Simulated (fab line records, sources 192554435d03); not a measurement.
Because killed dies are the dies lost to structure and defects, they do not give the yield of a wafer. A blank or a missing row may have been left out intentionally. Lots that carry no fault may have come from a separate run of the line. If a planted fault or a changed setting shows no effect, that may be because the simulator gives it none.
A struck lot beside a sound one || flow n5 finfet || 41 steps out of a route of 1938
Sound: wafers L151.3, L151.4, L151.6. Wafers struck: L158.1, L158.6. The cause is named last.
Each step with rows lists, per side, the tool, then ch with its chambers, then its first start. Under that, the readings that differ: sound wafers || struck wafers || difference of the means || sigmas: that difference in standard deviations of wafers without a fault.
alike: readings whose means differ by less than 2 such deviations, and words and numbers that are the same on both sides. not compared: withheld readings, readings that some wafer has no value for, bounds like >300 that may hide the same value, and numbers for which the record gives no deviation and whose values overlap.
Wherever a step has rows on one side only, a row that says differs or no value, or a row with sigmas, the two part there. Non-overlapping numbers with no deviation appear without sigmas and do not part them. A reading that every wafer of one side lacks parts them only if that side has two wafers or more.

first, 3 steps without rows for these wafers: N5_SD_EPI_P_STRIP_38 (strips in N2/H2); N5_SD_EPI_P_ETCHBACK_46 (etches SiNx in CH3F/O2, stops on SiO2, target depth 17.5 nm); N5_SD_EPI_P_ETCH_47 (etches SiOCN in CH3F/O2, target depth 25 nm).
N5_SD_EPI_P_ETCH_16: etches SiO2 in CHF3/O2, target depth 5 nm.
  sound on rie diel-06 ch 1,2,3, day 4 01:28; struck on rie diel-06 ch 2,3, day 5 18:18
  alike: drypump motor current A, oes product au, rf fwd power W, rf vpp V, showerhead plenum p Torr, throttle valve pct
  not compared: rf hours counter h
then, 1 step without rows for these wafers: N5_SD_EPI_P_STRIP_50 (strips in CHF3/O2).
N5_SD_EPI_P_SD_RECESS_17: chemistry HBr/Cl2/O2, target depth 39.1 nm, bt time 3 s.
  sound on rie si-01 ch 1,2,3, day 4 01:32; struck on rie si-06 ch 0,2, day 5 18:22
{"reading": "throttle valve pct (%)", "sound": "36.7 36.8 36.8", "struck": "37.6 37.4", "difference": "+0.7", "sigmas": "+2"}
  alike: drypump motor current A, mfc cl2 sccm, oes product au, rf fwd power W
  not compared: rf hours counter h
then, 6 steps without rows for these wafers: N5_SD_EPI_P_WET_ETCH_45 (etches SiO2 in dHF, time 10.7 s, target depth 2 nm, rinse time 30 s); N5_SD_EPI_P_STRIP_40 (strips in N2/H2); N5_SD_EPI_P_PRECLEAN_52 (cleans in O3/DIW, time 60 s); N5_SD_EPI_P_SRD_20 (time 30 s); N5_SD_EPI_P_PRECLEAN_51 (cleans in NF3:NH3, afs cycles 1, time 20 s, sublimation time 60 s); N5_SD_EPI_P_VAPOR_ETCH_44 (etches SiGe30 in NF3/Ar, time 3.3 s).
N5_SD_EPI_P_EPI_21: deposits SiGe:B, time 355 s.
  sound on epi rpcvd-02 ch 0, day 4 02:55; struck on epi rpcvd-03 ch 0, day 5 19:02
{"reading": "epi growth time s (s)", "sound": "355 355 355", "struck": "594.26 594.26", "difference": "+239.26", "sigmas": ""}
{"reading": "model.SiGe-B_of_SD_EPI_P_EPI_21.thk nm (nm)", "sound": "61.4 61.2 61.2", "struck": "85.6 84.6", "difference": "+23.8", "sigmas": ""}
  alike: chamber pressure Torr
N5_SD_EPI_P_EPI_MEAS_23:
  sound: film metro-02 at day 4 04:25; struck: film metro-02 at day 5 21:14
{"reading": "thk nm (nm)", "sound": "60.9 62.3 60.2", "struck": "84.0 86.0", "difference": "+23.9", "sigmas": "+17"}
then, 6 steps without rows for these wafers: N5_SD_EPI_P_HM_STRIP_48 (strips SiNx in H3PO4, material SiNx, target depth 3 nm); N5_SD_EPI_P_SRD_49 (time 30 s); N5_SD_EPI_P_PRECLEAN_24 (cleans in O3/DIW, time 45 s); N5_SD_EPI_P_PRECLEAN_32 (cleans in dHF, time 10 s); N5_SD_EPI_P_PRECLEAN_33 (cleans in SC2, time 45 s); N5_SD_EPI_P_SRD_25 (time 30 s).
N5_SD_EPI_P_INSPECT_26: inspects for defects (darkfield).
  sound: defect inspect-01 at day 4 04:35; struck: defect inspect-01 at day 5 21:25
  alike: raw defect count
then, 2 steps without rows for these wafers: N5_SD_ACTIVATION_RTA_00 (time 0 s); N5_SD_ACTIVATION_LSA_01 (time 0.0008 s).
N5_SD_ACTIVATION_INSPECT_02: inspects for defects (darkfield).
  sound: defect inspect-02 at day 4 05:26; struck: defect inspect-01 at day 5 22:11
  alike: raw defect count
then, 4 steps without rows for these wafers: N5_ILD0_LINER_00 (material SiNx, target thk 4 nm, pulse time 1 s, purge time 2 s); N5_ILD0_FCVD_FILL_01 (material SiO2 flowable, target thk 200 nm, time 328.3 s); N5_ILD0_CURE_02 (time 1800 s); N5_ILD0_CMP_03 (polishes, stops on SiNx, t overpolish 1.9 s, target thk 197.38 nm).
N5_ILD0_THK_MEAS_04:
  sound: film metro-01 at day 4 08:16; struck: film metro-01 at day 6 00:53
  alike: thk nm
N5_ILD0_CMP_07: polishes SiO2 flowable, stops on poly-Si, t overpolish 1.18 s, target thk 138.88 nm.
  sound on cmp-04 ch 1,3, day 4 08:20; struck on cmp-04 ch 0,2, day 6 00:59
  alike: motor current A
N5_ILD0_THK_MEAS_08:
  sound: film metro-02 at day 4 08:36; struck: film metro-01 at day 6 01:13
  alike: thk nm
then, 2 steps without rows for these wafers: N5_ILD0_PRECLEAN_10 (cleans in NF3:NH3, afs cycles 5, time 20 s, sublimation time 60 s); N5_ILD0_ALD_15 (deposits SiNx, target thk 24 nm, pulse time 1 s, ald cycles 480).
N5_ILD0_CMP_12: polishes SiNx, stops on poly-Si, t overpolish 6 s, target thk 17.67 nm.
  sound on cmp-02 ch 1,3, day 4 11:38; struck on cmp-04 ch 2,3, day 6 04:12
  alike: motor current A, overpolish run s, time to endpoint s
N5_ILD0_THK_MEAS_13:
  sound: film metro-01 at day 4 11:56; struck: film metro-01 at day 6 04:25
  alike: thk nm
N5_ILD0_INSPECT_06: inspects for defects (darkfield).
  sound: defect inspect-01 at day 4 11:58; struck: defect inspect-02 at day 6 04:26
  alike: raw defect count
N5_SDB_HM_DEP_00: deposits SiNx from SiH4/NH3/N2, target thk 40 nm, time 35.3 s.
  sound on pecvd-02 ch 0,1,2, day 4 11:59; struck on pecvd-02 ch 0,1, day 6 04:29
{"reading": "chamber pressure Torr (Torr)", "sound": "1.504 1.503 1.506", "struck": "1.495 1.499", "difference": -0.007, "sigmas": -2}
  alike: heater power w, rf fwd power W, showerhead plenum p Torr, throttle valve pct
then, 3 steps without rows for these wafers: N5_SDB_COAT_03 (time 60 s, resist thk 100 nm); N5_SDB_COAT_04 (time 60 s, resist thk 18 nm); N5_SDB_COAT_05 (resist thk 90 nm).
N5_MOL_CONTACT_COAG_ETCH_110: etches Si in CF4/O2, target depth 2.5 nm, time 8 s.
  sound on rie diel-02 ch 0,1, day 5 12:17; struck on rie diel-02 ch 1,3, day 7 05:13
{"reading": "model.SiGe-B_of_SD_EPI_P_EPI_21.thk nm (nm)", "sound": "58.4 58.2 58.2", "struck": "81.4 80.6", "difference": "+22.7", "sigmas": ""}
  alike: drypump motor current A, oes product au, rf fwd power W, rf vpp V, showerhead plenum p Torr, throttle valve pct
  not compared: rf hours counter h

## WHERE THEY PART
First at N5_SD_EPI_P_SD_RECESS_17; last, within this record, at N5_SDB_HM_DEP_00. Later steps at which nothing parts them and some readings are alike: N5_MOL_CONTACT_COAG_ETCH_110.

WHY: what the simulator had put in
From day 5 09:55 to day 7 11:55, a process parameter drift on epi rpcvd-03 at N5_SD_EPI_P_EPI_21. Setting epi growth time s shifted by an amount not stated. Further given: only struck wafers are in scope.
